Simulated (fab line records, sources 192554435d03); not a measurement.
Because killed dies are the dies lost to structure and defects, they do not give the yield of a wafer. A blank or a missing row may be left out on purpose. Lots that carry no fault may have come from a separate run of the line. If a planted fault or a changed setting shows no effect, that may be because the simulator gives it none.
fab line records ; flow n5Finfet ; part 2 of 2: steps 5 to 6 of 6
[record] lots = 22; wafers = 66; lastDay = 19
route steps=1938 shown GATE_CUT@468 MOL_CONTACT_COAG@529
lots that met no fault: from a run of the same line without faults
startH: start of the lot's first displayed wafer, in hours after the record's first day ; waitH: time in hours since the lot's previous step ; " same as the row above ; L1.1+2: a single row standing in for several wafers ; - no value present, or no start provided ; * or withheld: withheld ; < > ~ a bound
route shown NAME@n: names a module that has steps shown in the file, with the first one's number in the route ; usual: the fault-free wafers' mean and standard deviation ; same: alike in all rows ; chamber/n: place in a boat ; sites: per-site readings ; _std_site: their standard deviation ; _edge_site: mean of outer sites minus mean of inner sites ; radiusMm: for every site, how far away it sits from the centre of the wafer ; mask NAME#n: copy n ; behind: the last tool/chamber to shape the wafer ; hold: cause of the lot's hold/its duration in hours/its outcome ; device: which transistor (n, p or np) failed to switch ; end of line: at the end of the route, the tests of the same wafers ; where a step has no rows: the recipe by itself ; killed: not the wafer's yield, but the dies lost to structure and defects at the first sort ; map: a wafer's dies, x killed, . not, _ none there
set.NAME: the setting the step ran with; set.NAME@STEP: the setting that earlier step ran with ; model.NAME: the simulator's own value behind a step, which no gauge read
one table for each step of the route and one row for each wafer, over a sample of lots
services: from which hour (startH, from the record's first day; less than 0 if before it) a tool's chamber was out of use, for how many hours, and why
[[steps]]
[step N5_GATE_CUT_VAPOR_ETCH_48]
[recipe] chemistry = BCl3/Cl2; target = TiN; mode = isotropic
[usual] drypumpMotorCurrentA = 5.7/0.46; oesProductAu = 0.77/0.12
lot.wafer;tool;chamber;startH;waitH;drypumpMotorCurrentA;oesProductAu
L074.1;rieMetal-03;0;88.42;0.0;5.4;0.86
L074.4;rieMetal-03;0;88.42;0.0;5.4;0.86
L074.6;rieMetal-03;1;88.42;0.0;5.3;0.63
L075.2;rieMetal-02;1;95.66;0.0;5.9;0.94
L075.4;rieMetal-02;1;95.66;0.0;5.9;0.94
L075.6;rieMetal-02;0;95.66;0.0;5.0;0.93
L076.3;rieMetal-01;1;96.92;0.0;6.0;0.72
L076.4;rieMetal-01;0;96.92;0.0;6.6;0.60
L076.6;rieMetal-01;1;96.92;0.0;6.0;0.72
L077.4;rieMetal-03;0;107.72;0.0;5.5;0.85
L077.5;rieMetal-03;0;107.72;0.0;5.5;0.85
L077.6;rieMetal-03;1;107.72;0.0;5.3;0.63
L078.1;rieMetal-03;1;108.53;0.0;5.3;0.63
L078.3;rieMetal-03;1;108.53;0.0;5.3;0.63
L078.5;rieMetal-03;1;108.53;0.0;5.3;0.62
L079.2;rieMetal-03;0;119.57;0.0;5.5;0.84
L079.5;rieMetal-03;1;119.57;0.0;5.3;0.62
L079.6;rieMetal-03;0;119.57;0.0;5.5;0.84
L080.1;rieMetal-02;0;121.30;0.0;5.0;0.91
L080.2;rieMetal-02;1;121.30;0.0;5.9;0.92
L080.4;rieMetal-02;1;121.30;0.0;5.9;0.93
L081.3;rieMetal-03;1;127.26;0.0;5.3;0.62
L081.5;rieMetal-03;0;127.26;0.0;5.5;0.83
L081.6;rieMetal-03;1;127.26;0.0;5.3;0.62
L082.1;rieMetal-02;1;133.36;0.1;5.9;0.90
L082.3;rieMetal-02;1;133.36;0.1;5.9;0.90
L082.4;rieMetal-02;1;133.36;0.1;5.9;0.91
L083.1;rieMetal-01;1;139.22;0.0;6.0;0.72
L083.4;rieMetal-01;0;139.22;0.0;6.6;0.59
L083.6;rieMetal-01;0;139.22;0.0;6.5;0.59
L085.2;rieMetal-02;1;151.19;0.1;5.9;0.90
L085.4;rieMetal-02;1;151.19;0.1;5.9;0.88
L085.5;rieMetal-02;1;151.19;0.1;5.9;0.90
L086.1;rieMetal-02;1;161.62;0.1;5.9;0.89
L086.2;rieMetal-02;1;161.62;0.1;5.9;0.88
L086.3;rieMetal-02;1;161.62;0.1;5.9;0.88
L087.2;rieMetal-01;1;162.16;0.0;6.0;0.70
L087.4;rieMetal-01;1;162.16;0.0;6.0;0.70
L087.6;rieMetal-01;0;162.16;0.0;6.5;0.59
L088.1;rieMetal-01;1;173.40;0.0;6.0;0.71
L088.3;rieMetal-01;0;173.40;0.0;6.5;0.59
L088.4;rieMetal-01;1;173.40;0.0;6.0;0.71
L089.1;rieMetal-01;1;180.74;0.0;6.0;0.71
L089.3;rieMetal-01;1;180.74;0.0;6.0;0.70
L089.6;rieMetal-01;0;180.74;0.0;6.6;0.58
L091.1;rieMetal-02;0;188.24;0.0;5.0;0.91
L091.3;rieMetal-02;1;188.24;0.0;5.9;0.86
L091.4;rieMetal-02;0;188.24;0.0;4.9;0.92
L090.1;rieMetal-03;1;197.30;0.1;5.3;0.62
L090.2;rieMetal-03;1;197.30;0.1;5.3;0.62
L090.4;rieMetal-03;1;197.30;0.1;5.3;0.62
L093.1;rieMetal-02;0;199.60;0.0;4.9;0.89
L093.2;rieMetal-02;1;199.60;0.0;5.9;0.86
L093.6;rieMetal-02;0;199.60;0.0;4.9;0.90
L094.2;rieMetal-03;0;208.19;0.1;5.4;0.82
L094.5;rieMetal-03;0;208.19;0.1;5.5;0.82
L094.6;rieMetal-03;0;208.19;0.1;5.4;0.82
L095.1;rieMetal-03;0;210.97;0.1;5.4;0.82
L095.2;rieMetal-03;0;210.97;0.1;5.5;0.82
L095.3;rieMetal-03;0;210.97;0.1;5.4;0.81
L096.1;rieMetal-01;1;220.85;0.1;6.0;0.70
L096.2;rieMetal-01;1;220.85;0.1;6.0;0.70
L096.6;rieMetal-01;1;220.85;0.1;6.0;0.70
L097.1;rieMetal-02;1;222.98;0.0;5.9;0.86
L097.3;rieMetal-02;1;222.98;0.0;5.9;0.86
L097.5;rieMetal-02;0;222.98;0.0;5.0;0.89
[step N5_MOL_CONTACT_COAG_DESCUM_13]
[recipe] chemistry = O2; timeS = 7; sourcePowerW = 50; biasPowerW = 20; pressureMtorr = 20; rfFrequencyHz = 2.712e+07; tempC = 40; resist = CAR-EUV; o2FlowSccm = 225
[usual] drypumpMotorCurrentA = 5.7/0.62; o2FlowSccm = 225.0/0.73; oesProductAu = 0.82/0.087; rfVppV = 243.1/1.3; showerheadPlenumPTorr = 2.09/0.064; throttleValvePct = 20.38/0.27
lot.wafer;tool;chamber;startH;waitH;drypumpMotorCurrentA;o2FlowSccm;oesProductAu;rfHoursCounterH;rfVppV;showerheadPlenumPTorr;throttleValvePct
L074.1;rieDiel-03;0;91.82;0.0;5.7;225.4;0.68;232;241.3;1.98;20.73
L074.4;rieDiel-03;2;91.82;0.0;5.1;223.3;0.90;-;243.6;2.07;20.57
L074.6;rieDiel-03;0;91.82;0.0;5.7;225.2;0.68;-;241.6;1.98;20.74
L075.2;rieDiel-03;0;99.23;0.1;5.7;225.3;0.68;236;240.7;1.98;20.77
L075.4;rieDiel-03;1;99.23;0.1;4.7;224.8;0.91;-;240.8;2.03;20.41
L075.6;rieDiel-03;2;99.23;0.1;5.1;224.2;0.89;-;243.2;2.07;20.57
L076.3;rieDiel-05;3;100.62;0.0;5.7;224.2;0.88;33;242.3;2.05;20.20
L076.4;rieDiel-05;1;100.62;0.0;5.5;226.0;0.75;152;244.8;2.16;20.46
L076.6;rieDiel-05;3;100.62;0.0;5.7;224.6;0.89;-;242.0;2.05;20.19
L077.4;rieDiel-05;1;111.67;0.7;5.5;224.1;0.75;-;245.2;2.16;20.48
L077.5;rieDiel-05;2;111.67;0.7;6.6;224.4;0.90;-;244.1;2.13;20.12
L077.6;rieDiel-05;0;111.67;0.7;5.1;224.7;0.93;-;244.3;2.13;20.07
L078.1;rieDiel-05;2;112.41;0.6;6.6;226.2;0.89;27;243.0;2.13;20.14
L078.3;rieDiel-05;1;112.41;0.6;5.5;225.8;0.74;157;246.2;2.16;20.47
L078.5;rieDiel-05;2;112.41;0.6;6.6;225.2;0.90;-;243.5;2.13;20.14
L079.2;rieDiel-04;2;122.94;0.0;4.9;224.4;0.69;221;240.3;1.98;20.45
L079.5;rieDiel-04;2;122.94;0.0;4.9;224.7;0.68;-;241.5;1.98;20.45
L079.6;rieDiel-04;0;122.94;0.0;6.2;225.5;0.74;-;242.2;2.09;20.77
L080.1;rieDiel-03;3;124.74;0.0;5.1;223.9;0.92;11;241.3;2.04;20.07
L080.2;rieDiel-03;1;124.74;0.0;4.7;226.2;0.89;36;242.7;2.03;20.44
L080.4;rieDiel-03;2;124.74;0.0;5.0;224.8;0.88;39;241.8;2.06;20.59
L081.3;rieDiel-03;1;131.23;0.4;4.7;224.0;0.88;38;242.3;2.03;20.43
L081.5;rieDiel-03;1;131.23;0.4;4.7;224.9;0.89;-;243.4;2.03;20.44
L081.6;rieDiel-03;0;131.23;0.4;5.7;223.7;0.66;-;242.8;1.98;20.76
L082.1;rieDiel-05;0;136.79;0.1;5.1;224.2;0.90;29;243.5;2.12;20.06
L082.3;rieDiel-05;1;136.79;0.1;5.5;225.3;0.74;167;243.9;2.15;20.50
L082.4;rieDiel-05;3;136.79;0.1;5.7;223.9;0.87;42;242.6;2.05;20.21
L083.1;rieDiel-05;3;143.17;0.6;5.7;224.7;0.87;44;242.0;2.05;20.21
L083.4;rieDiel-05;0;143.17;0.6;5.1;225.2;0.89;31;244.2;2.12;20.07
L083.6;rieDiel-05;1;143.17;0.6;5.5;224.2;0.74;-;244.9;2.15;20.50
L085.2;rieDiel-03;3;154.78;0.0;5.1;227.0;0.89;23;242.1;2.04;20.09
L085.4;rieDiel-03;2;154.78;0.0;5.1;226.5;0.86;-;241.3;2.06;20.62
L085.5;rieDiel-03;1;154.78;0.0;4.7;226.1;0.87;-;243.8;2.02;20.44
L086.1;rieDiel-04;2;164.92;0.0;4.9;224.0;0.67;240;239.7;1.97;20.48
L086.2;rieDiel-04;3;164.92;0.0;6.2;224.7;0.75;172;245.5;2.18;20.65
L086.3;rieDiel-04;0;164.92;0.0;6.2;223.0;0.73;183;243.4;2.09;20.76
L087.2;rieDiel-05;2;165.54;0.0;6.6;224.6;0.86;48;243.3;2.12;20.16
L087.4;rieDiel-05;1;165.54;0.0;5.5;225.4;0.74;178;243.9;2.15;20.52
L087.6;rieDiel-05;1;165.54;0.0;5.5;225.1;0.73;-;243.7;2.15;20.52
L088.1;rieDiel-04;0;176.93;0.0;6.2;226.3;0.72;187;242.7;2.08;20.77
L088.3;rieDiel-04;3;176.93;0.0;6.2;226.2;0.75;176;243.4;2.18;20.66
L088.4;rieDiel-04;2;176.93;0.0;4.9;226.5;0.67;243;240.2;1.97;20.48
L089.1;rieDiel-04;1;184.64;0.5;6.3;224.6;0.91;15;243.5;2.13;19.91
L089.3;rieDiel-04;2;184.64;0.5;4.9;225.2;0.67;247;240.7;1.97;20.47
L089.6;rieDiel-04;0;184.64;0.5;6.2;225.4;0.72;-;242.5;2.08;20.78
L091.1;rieDiel-04;0;191.93;0.0;6.2;225.8;0.72;192;243.1;2.08;20.79
L091.3;rieDiel-04;1;191.93;0.0;6.3;224.7;0.91;17;243.0;2.13;19.92
L091.4;rieDiel-04;2;191.93;0.0;4.9;225.6;0.67;249;240.9;1.97;20.47
L090.1;rieDiel-03;0;200.60;0.0;5.7;225.1;0.94;13;245.5;2.23;20.31
L090.2;rieDiel-03;1;200.60;0.0;4.7;224.5;0.85;65;242.5;2.02;20.48
L090.4;rieDiel-03;2;200.60;0.0;5.1;225.9;0.84;68;242.5;2.06;20.63
L093.1;rieDiel-05;1;202.96;0.0;5.5;225.2;0.72;192;243.5;2.14;20.55
L093.2;rieDiel-05;3;202.96;0.0;5.7;224.9;0.83;66;241.7;2.04;20.26
L093.6;rieDiel-05;3;202.96;0.0;5.7;224.3;0.83;-;242.8;2.04;20.25
L094.2;rieDiel-05;1;212.06;0.0;5.5;224.4;0.72;195;243.6;2.14;20.55
L094.5;rieDiel-05;3;212.06;0.0;5.7;224.1;0.83;-;241.9;2.04;20.27
L094.6;rieDiel-05;2;212.06;0.0;6.6;225.2;0.85;-;243.7;2.11;20.20
L095.1;rieDiel-03;3;215.72;0.0;5.1;224.5;0.85;43;241.9;2.03;20.14
L095.2;rieDiel-03;1;215.72;0.0;4.7;224.8;0.84;70;243.2;2.01;20.49
L095.3;rieDiel-03;2;215.72;0.0;5.1;224.3;0.83;72;242.5;2.05;20.64
L096.1;rieDiel-04;1;224.93;0.0;6.3;224.5;0.88;31;244.3;2.12;19.93
L096.2;rieDiel-04;0;224.93;0.0;6.2;225.5;0.70;205;243.4;2.08;20.81
L096.6;rieDiel-04;1;224.93;0.0;6.3;224.8;0.87;-;242.9;2.12;19.93
L097.1;rieDiel-05;1;226.57;0.4;5.5;224.0;0.72;200;242.9;2.14;20.55
L097.3;rieDiel-05;3;226.57;0.4;5.7;224.8;0.83;73;241.6;2.04;20.23
L097.5;rieDiel-05;2;226.57;0.4;6.6;224.7;0.83;-;244.4;2.11;20.20
[[services]]
tool;chamber;startH;hours;kind
rieMetal-03;-;90.02;1.4;pm
rieDiel-02;3;91.57;11.8;repair
rieDiel-06;2;100.74;18.2;repair
rieMetal-02;0;128.53;57.1;repair
rieDiel-02;2;130.94;1.8;repair
rieMetal-02;-;135.37;2.8;pm
rieDiel-02;0;143.18;-;clean
rieDiel-02;0;143.18;-;consumableReplace:focusRing
rieDiel-04;0;147.84;10.7;repair
rieDiel-01;-;153.03;1.0;repair
rieMetal-02;-;158.80;1.4;pm
rieMetal-03;0;188.53;8.7;repair
rieDiel-06;0;189.62;-;clean
rieDiel-06;0;189.62;-;consumableReplace:focusRing
rieDiel-06;0;189.62;19.5;scheduledDown
rieDiel-06;0;189.62;19.5;ventCycle
rieMetal-01;0;192.20;-;clean
rieMetal-01;0;192.20;32.0;scheduledDown
rieMetal-01;0;192.20;32.0;ventCycle
rieDiel-02;0;199.21;4.1;repair
rieMetal-03;1;207.30;-;clean
rieMetal-03;1;207.30;16.7;scheduledDown
rieMetal-03;1;207.30;16.7;ventCycle
rieDiel-04;2;224.75;4.2;repair
